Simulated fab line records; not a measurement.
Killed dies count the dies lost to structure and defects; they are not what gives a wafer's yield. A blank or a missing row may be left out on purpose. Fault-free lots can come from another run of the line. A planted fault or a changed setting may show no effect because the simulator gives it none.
Code-filled problem report in 8D (eight disciplines) form || flow nand_harc || the parts of the form that need people (team, actions taken, sign-off) are left out

== 1. THE ISSUE ==
Wafers without a fault read 107.1 s, standard deviation 0.43; run_length_s at NHARC_P_CONTACT_ETCH_31 reads a mean of 68.4 s on 2 wafers belonging to 2 lots. Measured from the usual mean, that is -90 standard deviations.
The step: etches the open film in CH3F/O2, target depth 30 nm, time 85.7 s.
First observed at day 9 04:58: wafer L257.4, on rie_diel-12. At this step, 39 wafers from 13 lots have a number in the record. Rule for "out", or "out of limits": more than 4 standard deviations from the usual mean. Any other wafer with a number is counted as sound.

== 2. WHAT THIS IS AND IS NOT ==
{"question": "which readings at this step", "is": "run_length_s", "is not": "drypump_motor_current_A, oes_product_au, rf_vpp_V, showerhead_plenum_p_Torr, throttle_valve_pct"}
{"question": "which lots", "is": "L257, L258", "is not": "L249, L251, L252, L253, L256, L264, L268, L269, L270, L271, L272"}
{"question": "which wafers of those lots", "is": "L257.4, L258.5", "is not": "L257.5, L257.6, L258.3, L258.6"}
{"question": "read on which tools", "is": "rie_diel-12", "is not": "rie_diel-04, rie_diel-10"}
{"question": "when", "is": "from day 9 04:58", "is not": "up to then (17 sound wafers); but 20 sound wafers of L258, L264, L268, L269, L270, L271, L272 came after"}

== 3. THE SUSPECTS, EACH WITH WHAT RULES IT OUT ==
Counting: a tool at a process step up to the reading stays a suspect if it ran every lot that is out. Sound lots after the first of them don't rule it out here, since some wafers of a struck lot are sound.
- rie_diel-12 at NHARC_P_CONTACT_ETCH_31 (etches the open film in CH3F/O2, target depth 30 nm, time 85.7 s): kept. Every lot that is out went through it, the first being L257 (day 9 04:58); the last sound lot it ran before that was L256 (day 8 17:53). On those wafers its own readings are out: run_length_s.
- rie_diel-12, NHARC_P_CONTACT_ETCH_31: wafers that are out in chamber 1, sound lot-mates in chambers 2, 3.
Left after counting: rie_diel-12 at NHARC_P_CONTACT_ETCH_31.

== 4. THE CAUSE (what the simulator had put in) ==
rie_diel-12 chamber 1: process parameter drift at NHARC_P_CONTACT_ETCH_31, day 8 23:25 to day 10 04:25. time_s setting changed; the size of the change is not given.
The count eliminated every tool but this one.

== 5. SEQUENCE OF EFFECTS, ordered by route ==
Rows list readings where the struck wafers' mean (over those with a number) sits beyond 3 standard deviations from the usual. Only readings whose record carries a usual standard deviation are examined. hours: median over the lots of the time between each lot's start at the first step of this table that gives one and its start at this step. sigmas: the change, counted in usual standard deviations.
{"hours": 0, "step": "NHARC_P_CONTACT_ETCH_31", "reading": "run_length_s", "usual": "107.1 s", "on struck wafers": 68.4, "change": -38.7, "sigmas": -90}
Its process steps:
- NHARC_P_CONTACT_ETCH_31: etches the open film in CH3F/O2, target depth 30 nm, time 85.7 s.

== 6. HOW IT WOULD HAVE BEEN CAUGHT EARLIER ==
In this record the first reading out of limits was taken at day 9 04:58, 6 hours after the fault began at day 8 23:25.
